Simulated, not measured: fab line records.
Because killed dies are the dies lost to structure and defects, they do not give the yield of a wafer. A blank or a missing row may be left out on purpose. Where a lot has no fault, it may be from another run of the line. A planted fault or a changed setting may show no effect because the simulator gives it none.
fab line records    flow n5-finfet
record: lots: 7  wafers: 21
route steps=1938 shown BEOL_M15@1801
start-h: the number of hours between the record's first day and the start of the first shown wafer of the lot    wait-h: hours from the lot's prior step to this one    " identical to the entry in the row above    L1.1+2: a single row standing in for several wafers    - value missing, or start not given    * or withheld: withheld    < > ~ a bound
route shown NAME@n: names a module that has steps shown in the file, with the first one's number in the route    usual: mean/standard deviation taken from wafers without a fault    same: alike in all rows    chamber/n: place in a boat    sites: per-site readings    _std_site: how widely they spread, as a standard deviation    _edge_site: inner sites' mean taken away from outer sites' mean    radius-mm: how far each site lies from the wafer's centre    mask NAME#n: copy n    behind: the tool/chamber that last shaped the wafer    hold: why the lot went on hold/how many hours it stayed there/how the hold came to an end    device: names the non-switching transistor (n, p or np)    end of line: tests run on the same wafers once the route is complete    where a step has no rows: the recipe by itself    killed: dies lost to structure and defects at the first sort, not the wafer's yield    map: a wafer's dies, marking killed ones x, the rest . and places with no die _
set.NAME: the setting as run; set.NAME@STEP: as run at that earlier step    model.NAME: the simulator's own value behind a step, which no gauge read
one table per step and one row per wafer, for lots whose settings were changed on purpose
== steps ==
step: N5_BEOL_M15_PEB_26
recipe: peb-temp-c: 130  peb-time-s: 90
lot.wafer   tool            chamber  start-h  wait-h  set.peb-temp-c
L074.1+2    litho-track-05  0        244.04   0.1     130
L074.5      "               0        "        "       128.3
L076.1+5    litho-track-04  0        259.70   0.1     130
L076.4      "               0        "        "       131.5
L079.2      litho-track-05  0        291.73   0.0     130
L079.3+5    "               0        "        "       133.4
L086.2+5    litho-track-05  0        327.31   0.0     126.6
L086.3      "               0        "        "       130
L087.1+2+6  litho-track-01  0        333.25   0.1     132.7
L090.3+5+6  litho-track-05  0        351.37   0.0     130
L094.1+3    litho-track-01  0        388.38   0.1     132.6
L094.6      "               0        "        "       130
step: N5_BEOL_M15_DEVELOP_27
recipe: develop-time-s: 45  rinse-liquid: diw  dry: air-spin  dev-temp-c: 21
step: N5_BEOL_M15_HARDBAKE_32
recipe: temp-c: 130  time-s: 120
step: N5_BEOL_M15_CD_MEAS_28
recipe: target-cd-nm: 407.6  landing-energy-ev: 500  detector: se-inlens
usual: cd-nm: 408.2/2
lot.wafer  tool       chamber  start-h  wait-h  set.peb-temp-c@BEOL_M15_PEB_26  cd-nm
L074.1     cd-sem-01  0        244.15   -       130                             410.8
L074.2     "          0        "        "       130                             409.8
L074.5     "          0        "        "       128.3                           403.1
L076.1     cd-sem-02  0        259.82   -       130                             408.8
L076.4     "          0        "        "       131.5                           415.5
L076.5     "          0        "        "       130                             409.5
L079.2     cd-sem-03  0        291.85   -       130                             408.4
L079.3     "          0        "        "       133.4                           421.7
L079.5     "          0        "        "       133.4                           419.9
L086.2     cd-sem-02  0        327.43   -       126.6                           392.4
L086.3     "          0        "        "       130                             409.1
L086.5     "          0        "        "       126.6                           392.5
L087.1     cd-sem-02  0        333.37   -       132.7                           421.9
L087.2     "          0        "        "       132.7                           422.8
L087.6     "          0        "        "       132.7                           423.7
L090.3     cd-sem-01  0        351.48   -       130                             408.7
L090.5     "          0        "        "       130                             406.7
L090.6     "          0        "        "       130                             407.2
L094.1     cd-sem-02  0        388.49   -       132.6                           417.8
L094.3     "          0        "        "       132.6                           415.9
L094.6     "          0        "        "       130                             406.0
step: N5_BEOL_M15_DESCUM_33
recipe: chemistry: O2  time-s: 7.9  source-power-w: 50  bias-power-w: 20  pressure-mtorr: 20  rf-frequency-hz: 2.712e+07  temp-c: 40  o2-flow-sccm: 225
lot.wafer  tool         chamber  start-h  wait-h  set.peb-temp-c@BEOL_M15_PEB_26  model.BEOL_M15.cd-nm
L074.1     rie-diel-02  0        244.24   0.0     130                             410.8
L074.2     "            1        "        "       130                             409.8
L074.5     "            3        "        "       128.3                           403.4
L076.1     rie-diel-02  3        259.90   0.0     130                             409
L076.4     "            1        "        "       131.5                           415.4
L076.5     "            3        "        "       130                             409.4
L079.2     rie-diel-01  1        291.94   0.0     130                             408.4
L079.3     "            2        "        "       133.4                           421.6
L079.5     "            2        "        "       133.4                           420
L086.2     rie-diel-01  0        327.52   0.0     126.6                           392.6
L086.3     "            1        "        "       130                             409
L086.5     "            1        "        "       126.6                           392
L087.1     rie-diel-02  3        333.46   0.0     132.7                           421.8
L087.2     "            1        "        "       132.7                           422.8
L087.6     "            1        "        "       132.7                           424
L090.3     rie-diel-01  3        351.57   0.0     130                             408.8
L090.5     "            2        "        "       130                             406.6
L090.6     "            1        "        "       130                             407.2
L094.1     rie-diel-01  2        388.58   0.0     132.6                           417.6
L094.3     "            1        "        "       132.6                           416
L094.6     "            2        "        "       130                             406
== key ==
split: step: N5_BEOL_M15_PEB_26  setting: peb-temp-c  stated: 130  by: wafer
response: step: N5_BEOL_M15_CD_MEAS_28  reading: cd-nm  change: +5.53  per: 1%  r: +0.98
response: step: N5_BEOL_M15_DESCUM_33  reading: model.BEOL_M15.cd-nm  change: +5.5  per: 1%  r: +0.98
